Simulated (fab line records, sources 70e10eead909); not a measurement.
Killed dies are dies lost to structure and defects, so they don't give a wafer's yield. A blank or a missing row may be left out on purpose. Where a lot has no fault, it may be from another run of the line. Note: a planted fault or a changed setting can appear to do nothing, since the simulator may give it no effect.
fab line records	flow nand_harc	part 2 of 2: steps 5 to 6 of 6
[record] lots = 24	wafers = 72	last_day = 33
route steps=1302 shown A_STAIRCASE@672
lots untouched by any fault: they come from a run of this same line in which no faults occurred
start_h: hours from the record's opening day to when the first of the lot's shown wafers began	wait_h: how many hours have passed since the lot's step before this one	" unchanged from the row above	L1.1+2: a row that stands for several wafers	- no value, or no start given	* or withheld: withheld	< > ~ a bound
route shown NAME@n: names a module that has steps shown in the file, with the first one's number in the route	usual: mean/standard deviation taken from wafers without a fault	same: alike in all rows	chamber/n: place in a boat	sites: readings site by site	_std_site: how widely they spread, as a standard deviation	_edge_site: inner sites' mean taken away from outer sites' mean	radius_mm: for every site, how far away it sits from the centre of the wafer	mask NAME#n: copy n	behind: the last tool/chamber to shape the wafer	hold: cause of the lot's hold/its duration in hours/its outcome	device: the n, p or np transistor that did not switch	end of line: at the end of the route, the tests of the same wafers	a step given without rows: its recipe and nothing more	killed: dies lost to structure and defects at the first sort, not the wafer's yield	map: a wafer's dies, marking killed ones x, the rest . and places with no die _
set.NAME: the run value of the setting; set.NAME@STEP: its run value at that earlier step	model.NAME: the simulator's own value behind a step, which no gauge read
the route's steps for a sample of lots (tables are steps, rows are wafers)
services: a tool's chamber out of use, with start hour (start_h, from the record's first day; less than 0 if before it), hours out, and reason
[[steps]]
[step NHARC_A_STAIRCASE_DESCUM_219]
[recipe] time_s = 3	o2_flow_sccm = 200	ar_flow_sccm = 0	bias_power_w = 0	chemistry = O2
[usual] drypump_motor_current_A = 5.7/0.34	mfc_ar_sccm = 0.012/0.014	oes_product_au = 0.998/0.01	rf_vpp_V = 57.7/0.83	showerhead_plenum_p_Torr = 1.93/0.081	throttle_valve_pct = 11.312/0.0091
lot.wafer	tool	chamber	start_h	wait_h	drypump_motor_current_A	mfc_ar_sccm	oes_product_au	rf_hours_counter_h	rf_vpp_V	showerhead_plenum_p_Torr	throttle_valve_pct
L074.1	rie_diel-13	2	360.92	-	5.5	0.041	0.991	2	57.3	1.93	11.311
L074.6	"	0	"	"	5.3	0	0.988	-	58.0	1.96	11.322
L074.5	"	1	"	"	5.9	0.028	1.000	-	57.4	2.04	11.320
L075.4	rie_diel-13	3	369.89	-	5.9	0.016	1.009	7	58.2	1.94	11.317
L075.2	"	1	"	"	5.9	0.028	1.017	8	58.5	2.04	11.310
L075.5	"	3	"	"	5.9	0.016	1.012	-	56.6	1.94	11.314
L076.1	rie_diel-13	1	370.42	-	5.9	0.028	0.998	8	57.4	2.04	11.321
L076.2	"	2	"	"	5.5	0.041	1.004	8	58.7	1.93	11.313
L076.4	"	3	"	"	5.9	0.016	1.010	7	57.7	1.94	11.291
L077.4	rie_diel-01	1	390.02	-	6.0	0.009	1.005	0	57.3	1.93	11.317
L077.3	"	2	"	"	5.5	0	0.997	0	57.5	1.89	11.313
L077.5	"	1	"	"	6.0	0.009	0.993	-	58.3	1.93	11.317
L078.4	rie_diel-01	1	398.07	-	6.0	0.009	0.993	3	58.0	1.93	11.313
L078.3	"	2	"	"	5.5	0	0.996	3	57.7	1.89	11.316
L078.1	"	3	"	"	6.1	0.002	1.000	3	58.8	2.04	11.311
L080.3	rie_diel-06	1	416.62	-	5.6	0	0.998	33	57.9	1.77	11.304
L080.2	"	0	"	"	5.2	0.039	0.991	34	57.7	1.84	11.330
L080.5	"	2	"	"	6.2	0.008	0.991	-	57.3	1.92	11.299
L079.1	rie_diel-01	3	417.04	-	6.1	0.002	0.981	8	57.6	2.04	11.316
L079.3	"	0	"	"	5.4	0	0.970	8	58.3	2.06	11.318
L079.2	"	1	"	"	6.0	0.009	0.978	8	56.1	1.93	11.308
L081.3	rie_diel-01	3	437.81	-	6.1	0.002	0.984	11	58.8	2.03	11.310
L081.5	"	1	"	"	6.0	0.009	0.994	-	58.3	1.93	11.326
L081.6	"	2	"	"	5.5	0	1.002	-	57.1	1.89	11.319
L083.2	rie_diel-06	1	453.90	-	5.6	0	1.002	43	56.7	1.77	11.315
L083.3	"	0	"	"	5.3	0.039	0.998	45	58.1	1.83	11.312
L083.6	"	2	"	"	6.2	0.008	0.977	-	56.2	1.92	11.310
L082.4	rie_diel-06	1	454.48	-	5.6	0	1.004	44	56.7	1.76	11.325
L082.2	"	0	"	"	5.3	0.039	1.011	45	58.5	1.83	11.315
L082.5	"	2	"	"	6.3	0.008	0.989	-	57.8	1.92	11.298
L084.3	rie_diel-06	1	467.08	-	5.6	0	0.993	46	57.3	1.76	11.319
L084.6	"	1	"	"	5.6	0	1.003	-	57.8	1.76	11.302
L084.5	"	2	"	"	6.3	0.008	0.987	-	57.9	1.92	11.319
L086.2	rie_diel-06	2	473.72	-	6.2	0.008	0.996	49	58.9	1.92	11.306
L086.5	"	1	"	"	5.6	0	0.990	-	56.0	1.76	11.305
L086.6	"	2	"	"	6.3	0.008	0.988	-	57.2	1.92	11.325
L085.4	rie_diel-06	3	478.11	-	5.3	0.005	1.003	46	58.5	1.90	11.303
L085.3	"	2	"	"	6.3	0.008	0.998	51	57.0	1.92	11.311
L085.5	"	3	"	"	5.3	0.005	1.015	-	56.7	1.90	11.310
L087.3	rie_diel-13	3	484.38	-	5.9	0.016	1.015	53	56.8	1.93	11.332
L087.5	"	1	"	"	5.9	0.028	1.000	-	57.7	2.03	11.314
L087.6	"	2	"	"	5.5	0.041	1.003	-	58.8	1.92	11.308
L088.3	rie_diel-06	0	509.04	-	5.3	0.039	1.008	5	57.7	1.83	11.314
L088.1	"	2	"	"	6.3	0.008	1.006	4	57.8	1.91	11.308
L088.6	"	1	"	"	5.6	0	1.002	-	58.3	2.08	11.307
L089.1	rie_diel-13	3	509.64	-	6.0	0.016	1.011	60	57.6	1.92	11.303
L089.4	"	2	"	"	5.5	0.041	1.005	57	57.9	1.92	11.306
L089.5	"	0	"	"	5.3	0	1.000	-	57.2	1.94	11.307
L090.2	rie_diel-01	3	521.48	-	6.1	0.002	0.984	42	57.4	2.02	11.310
L090.3	"	2	"	"	5.5	0	1.004	46	58.1	1.88	11.331
L090.6	"	0	"	"	5.4	0	0.989	-	58.6	2.04	11.318
L093.1	rie_diel-13	3	537.58	-	5.9	0.016	1.024	4	56.8	1.92	11.317
L093.6	"	2	"	"	5.5	0.041	1.001	-	58.1	1.92	11.328
L093.5	"	3	"	"	5.9	0.016	1.024	-	57.6	1.92	11.310
L091.3	rie_diel-01	3	539.67	-	6.1	0.002	0.991	51	57.6	2.02	11.320
L091.4	"	2	"	"	5.5	0	0.996	54	56.8	1.88	11.292
L091.5	"	0	"	"	5.4	0	0.993	-	58.4	2.04	11.300
L092.1	rie_diel-01	3	540.22	-	6.1	0.002	1.000	51	57.4	2.02	11.302
L092.2	"	0	"	"	5.4	0	1.000	53	59.1	2.04	11.303
L092.5	"	1	"	"	6.0	0.009	0.989	-	56.8	1.92	11.312
L094.1	rie_diel-01	1	550.83	-	6.0	0.009	0.992	49	57.9	1.92	11.325
L094.2	"	2	"	"	5.5	0	0.990	59	58.3	1.88	11.328
L094.5	"	1	"	"	6.0	0.009	0.994	-	59.4	1.92	11.308
L096.4	rie_diel-06	2	572.85	-	6.2	0.008	0.989	26	57.8	1.91	11.317
L096.3	"	3	"	"	5.3	0.005	0.992	27	57.6	1.89	11.316
L096.2	"	0	"	"	5.3	0.039	1.002	29	57.8	1.82	11.308
L095.2	rie_diel-06	1	573.50	-	5.6	0	1.000	29	58.4	2.07	11.313
L095.4	"	2	"	"	6.3	0.008	0.984	26	57.7	1.91	11.312
L095.5	"	0	"	"	5.2	0.039	0.996	-	57.3	1.82	11.299
L097.2	rie_diel-13	3	584.03	-	5.9	0.016	1.023	17	58.0	1.92	11.314
L097.3	"	1	"	"	5.9	0.028	0.995	19	58.6	2.02	11.300
L097.6	"	1	"	"	5.9	0.028	1.001	-	57.3	2.02	11.311
[step NHARC_A_STAIRCASE_DEP_417]
[recipe] target_thk_a = 600	step_coverage_pct = 20	temp_c = 400	target_thk_nm = 60	flow_sccm = 200	rf_w = 450	material = Si3N4
[usual] heater_power_w = 697/96
lot.wafer	tool	chamber	start_h	wait_h	heater_power_w
L074.1	pecvd-01	1	394.97	-	673
L074.5	"	2	"	"	496
L074.6	"	0	"	"	755
L075.2	pecvd-01	1	404.17	-	661
L075.5	"	0	"	"	699
L075.4	"	2	"	"	527
L076.2	pecvd-04	0	404.24	-	681
L076.1	"	2	"	"	643
L076.4	"	0	"	"	686
L077.3	pecvd-01	2	414.62	-	557
L077.5	"	0	"	"	740
L077.4	"	1	"	"	581
L078.3	pecvd-04	0	423.20	-	663
L078.1	"	1	"	"	696
L078.4	"	0	"	"	646
L080.3	pecvd-01	0	444.75	-	763
L080.2	"	2	"	"	479
L080.5	"	2	"	"	491
L079.2	pecvd-02	0	446.07	-	797
L079.1	"	1	"	"	742
L079.3	"	2	"	"	901
L081.3	pecvd-01	0	465.08	-	720
L081.5	"	2	"	"	578
L081.6	"	0	"	"	726
L083.3	pecvd-04	1	485.26	-	693
L083.2	"	2	"	"	768
L083.6	"	1	"	"	699
L082.2	pecvd-01	2	489.11	-	572
L082.5	"	0	"	"	643
L082.4	"	1	"	"	665
L084.3	pecvd-02	1	498.00	-	759
L084.6	"	0	"	"	814
L084.5	"	1	"	"	774
L086.2	pecvd-02	1	502.01	-	812
L086.5	"	0	"	"	807
L086.6	"	1	"	"	764
L085.3	pecvd-02	1	508.48	-	772
L085.4	"	1	"	"	756
L085.5	"	0	"	"	801
L087.3	pecvd-02	2	510.48	-	862
L087.6	"	2	"	"	838
L087.5	"	1	"	"	691
L088.3	pecvd-01	0	534.61	-	774
L088.1	"	2	"	"	539
L088.6	"	2	"	"	550
L089.1	pecvd-04	1	535.89	-	691
L089.4	"	0	"	"	659
L089.5	"	2	"	"	610
L090.2	pecvd-02	1	547.21	-	742
L090.3	"	2	"	"	826
L090.6	"	0	"	"	761
L091.3	pecvd-04	2	568.15	-	667
L091.4	"	0	"	"	594
L091.5	"	1	"	"	638
L093.1	pecvd-04	2	568.89	-	761
L093.6	"	2	"	"	747
L093.5	"	0	"	"	654
L092.2	pecvd-01	2	572.43	-	535
L092.1	"	0	"	"	690
L092.5	"	2	"	"	539
L094.2	pecvd-02	1	583.55	-	751
L094.1	"	2	"	"	879
L094.5	"	0	"	"	753
L096.2	pecvd-01	0	601.39	-	836
L096.3	"	2	"	"	527
L096.4	"	0	"	"	668
L095.2	pecvd-01	2	605.50	-	542
L095.4	"	0	"	"	798
L095.5	"	1	"	"	634
L097.3	pecvd-04	0	615.34	-	645
L097.2	"	2	"	"	702
L097.6	"	0	"	"	652
[[services]]
tool	chamber	start_h	hours	kind
rie_diel-13	0	332.37	2.7	repair
rie_diel-13	-	342.00	9.0	pm
rie_diel-01	3	354.00	1.6	repair
pecvd-02	-	363.02	1.0	repair
rie_diel-06	1	370.89	3.9	repair
rie_diel-01	0	373.04	3.4	repair
rie_diel-01	-	380.82	9.0	pm
pecvd-01	2	385.84	4.8	repair
rie_diel-06	-	389.19	0.8	repair
pecvd-02	-	397.18	0.7	repair
rie_diel-06	2	401.85	4.8	repair
pecvd-02	-	409.62	13.0	pm
rie_diel-06	0	429.63	4.8	repair
pecvd-04	-	450.12	13.0	pm
pecvd-01	0	453.72	6.8	repair
pecvd-04	-	480.12	1.9	repair
rie_diel-06	-	484.70	9.0	pm
pecvd-02	2	490.44	13.5	repair
pecvd-01	-	492.45	13.0	pm
rie_diel-13	-	519.00	9.0	pm
rie_diel-01	-	557.82	9.0	pm
rie_diel-13	3	571.34	4.3	repair
rie_diel-13	0	583.55	8.3	repair
rie_diel-06	-	588.48	2.4	repair
